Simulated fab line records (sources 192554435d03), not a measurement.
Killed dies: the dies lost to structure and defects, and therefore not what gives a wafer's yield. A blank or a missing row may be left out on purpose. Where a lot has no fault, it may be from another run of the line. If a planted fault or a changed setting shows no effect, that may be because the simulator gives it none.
Lot-split experiment / flow n5_finfet / 21 wafers read from 7 lots, route of 1938 steps

== THE SPLIT ITSELF ==
At N5_BEOL_M9_COAT_60 (time 60 s, resist thk 30 nm), the setting spin_rpm was moved away from the recipe's 1500 rpm on 4 of the 21 wafers read, by -7.3% to -5.3%. For the rest of the wafers, this setting stayed at what the recipe calls for.

== FROM THE SPLIT TO THE READING: what the file shows between them, 3 steps ==
- N5_BEOL_M9_COAT_05: resist thk 90 nm
- N5_BEOL_M9_EBR_07
- N5_BEOL_M9_DESCUM_16: chemistry O2, time 7.9 s

== THE READING ==
CAR-ArF_of_BEOL_M9_COAT_05.thk_nm (the simulator's own value, which no gauge read), in nm, at N5_BEOL_M9_ETCH_61 (etches SiARC in CF4, target depth 39 nm, time 65 s). The file does not state a usual value for it. Here, 17 wafers ran the recipe; their average is 55.7 nm with a standard deviation of 0.31 nm.

wafer=L075.3; tool, chamber at the split=litho_track-05, 0; spin_rpm as run, rpm=1500; against the recipe=recipe; CAR-ArF_of_BEOL_M9_COAT_05.thk_nm, nm=55.2; against lot-mates on the recipe=-
wafer=L075.4; tool, chamber at the split=litho_track-05, 0; spin_rpm as run, rpm=1500; against the recipe=recipe; CAR-ArF_of_BEOL_M9_COAT_05.thk_nm, nm=55.4; against lot-mates on the recipe=-
wafer=L075.5; tool, chamber at the split=litho_track-05, 0; spin_rpm as run, rpm=1500; against the recipe=recipe; CAR-ArF_of_BEOL_M9_COAT_05.thk_nm, nm=55; against lot-mates on the recipe=-
wafer=L074.1; tool, chamber at the split=litho_track-04, 0; spin_rpm as run, rpm=1404; against the recipe=-6.4%; CAR-ArF_of_BEOL_M9_COAT_05.thk_nm, nm=55; against lot-mates on the recipe=-0.7
wafer=L074.3; tool, chamber at the split=litho_track-04, 0; spin_rpm as run, rpm=1500; against the recipe=recipe; CAR-ArF_of_BEOL_M9_COAT_05.thk_nm, nm=55.8; against lot-mates on the recipe=-
wafer=L074.5; tool, chamber at the split=litho_track-04, 0; spin_rpm as run, rpm=1500; against the recipe=recipe; CAR-ArF_of_BEOL_M9_COAT_05.thk_nm, nm=55.6; against lot-mates on the recipe=-
wafer=L082.2; tool, chamber at the split=litho_track-05, 0; spin_rpm as run, rpm=1500; against the recipe=recipe; CAR-ArF_of_BEOL_M9_COAT_05.thk_nm, nm=56.2; against lot-mates on the recipe=-
wafer=L082.3; tool, chamber at the split=litho_track-05, 0; spin_rpm as run, rpm=1420; against the recipe=-5.3%; CAR-ArF_of_BEOL_M9_COAT_05.thk_nm, nm=55.2; against lot-mates on the recipe=-0.9
wafer=L082.4; tool, chamber at the split=litho_track-05, 0; spin_rpm as run, rpm=1500; against the recipe=recipe; CAR-ArF_of_BEOL_M9_COAT_05.thk_nm, nm=56; against lot-mates on the recipe=-
wafer=L090.2; tool, chamber at the split=litho_track-05, 0; spin_rpm as run, rpm=1500; against the recipe=recipe; CAR-ArF_of_BEOL_M9_COAT_05.thk_nm, nm=55.8; against lot-mates on the recipe=-
wafer=L090.3; tool, chamber at the split=litho_track-05, 0; spin_rpm as run, rpm=1500; against the recipe=recipe; CAR-ArF_of_BEOL_M9_COAT_05.thk_nm, nm=55.4; against lot-mates on the recipe=-
wafer=L090.4; tool, chamber at the split=litho_track-05, 0; spin_rpm as run, rpm=1500; against the recipe=recipe; CAR-ArF_of_BEOL_M9_COAT_05.thk_nm, nm=55.8; against lot-mates on the recipe=-
wafer=L087.1; tool, chamber at the split=litho_track-05, 0; spin_rpm as run, rpm=1500; against the recipe=recipe; CAR-ArF_of_BEOL_M9_COAT_05.thk_nm, nm=55.6; against lot-mates on the recipe=-
wafer=L087.4; tool, chamber at the split=litho_track-05, 0; spin_rpm as run, rpm=1500; against the recipe=recipe; CAR-ArF_of_BEOL_M9_COAT_05.thk_nm, nm=55.8; against lot-mates on the recipe=-
wafer=L087.5; tool, chamber at the split=litho_track-05, 0; spin_rpm as run, rpm=1500; against the recipe=recipe; CAR-ArF_of_BEOL_M9_COAT_05.thk_nm, nm=55.6; against lot-mates on the recipe=-
wafer=L094.3; tool, chamber at the split=litho_track-03, 0; spin_rpm as run, rpm=1500; against the recipe=recipe; CAR-ArF_of_BEOL_M9_COAT_05.thk_nm, nm=56; against lot-mates on the recipe=-
wafer=L094.4; tool, chamber at the split=litho_track-03, 0; spin_rpm as run, rpm=1500; against the recipe=recipe; CAR-ArF_of_BEOL_M9_COAT_05.thk_nm, nm=56; against lot-mates on the recipe=-
wafer=L094.5; tool, chamber at the split=litho_track-03, 0; spin_rpm as run, rpm=1500; against the recipe=recipe; CAR-ArF_of_BEOL_M9_COAT_05.thk_nm, nm=55.8; against lot-mates on the recipe=-
wafer=L097.1; tool, chamber at the split=litho_track-05, 0; spin_rpm as run, rpm=1500; against the recipe=recipe; CAR-ArF_of_BEOL_M9_COAT_05.thk_nm, nm=56; against lot-mates on the recipe=-
wafer=L097.2; tool, chamber at the split=litho_track-05, 0; spin_rpm as run, rpm=1390; against the recipe=-7.3%; CAR-ArF_of_BEOL_M9_COAT_05.thk_nm, nm=54.8; against lot-mates on the recipe=-1.2
wafer=L097.4; tool, chamber at the split=litho_track-05, 0; spin_rpm as run, rpm=1390; against the recipe=-7.3%; CAR-ArF_of_BEOL_M9_COAT_05.thk_nm, nm=54.6; against lot-mates on the recipe=-1.4

THE FIT
A straight line over all 21 wafers: CAR-ArF_of_BEOL_M9_COAT_05.thk_nm changes by +0.125 nm for each +1% of spin_rpm; r = +0.76; the points scatter about the line by 0.3 nm.
The same after taking each lot's own level away (the mean of its wafers on the recipe; 21 wafers): +0.16 nm for each +1%; r = +0.95; scatter 0.15 nm.
The reading moves by 1.2 nm for the largest change in spin_rpm, on that fit.
The span of the lots' own levels, 55.20 to 56.10 nm, comes to 2.9 times the standard deviation stated above.
So the lot-to-lot level blurs the effect unless lot-mates are compared.
Check: with one of the wafers moved furthest among these (-7.3%) left out of the fit, the line predicts -1.16 nm for it against its lot-mates. It came out at -1.2 nm against them.

== THE WHOLE CHAIN: every reading that the file lists as answering this split, in the file's order ==
step=N5_BEOL_M9_COAT_60; what it does=time 60 s, resist thk 30 nm; reading=SiARC_of_BEOL_M9_COAT_60.thk_nm (the simulator's own value, which no gauge read); change (the file's fit)=-0.171 nm for each +1% of the setting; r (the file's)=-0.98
step=N5_BEOL_M9_ETCH_61; what it does=etches SiARC in CF4, target depth 39 nm, time 65 s; reading=etch.depth_nm (the simulator's own value, which no gauge read); change (the file's fit)=-0.172 nm for each +1% of the setting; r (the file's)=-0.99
step=N5_BEOL_M9_ETCH_61; what it does=etches SiARC in CF4, target depth 39 nm, time 65 s; reading=CAR-ArF_of_BEOL_M9_COAT_05.thk_nm (the simulator's own value, which no gauge read); change (the file's fit)=+0.153 nm for each +1% of the setting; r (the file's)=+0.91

== THE FILE'S OWN FIT ==
CAR-ArF_of_BEOL_M9_COAT_05.thk_nm changes by +0.153 nm for each +1% of spin_rpm, r = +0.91.
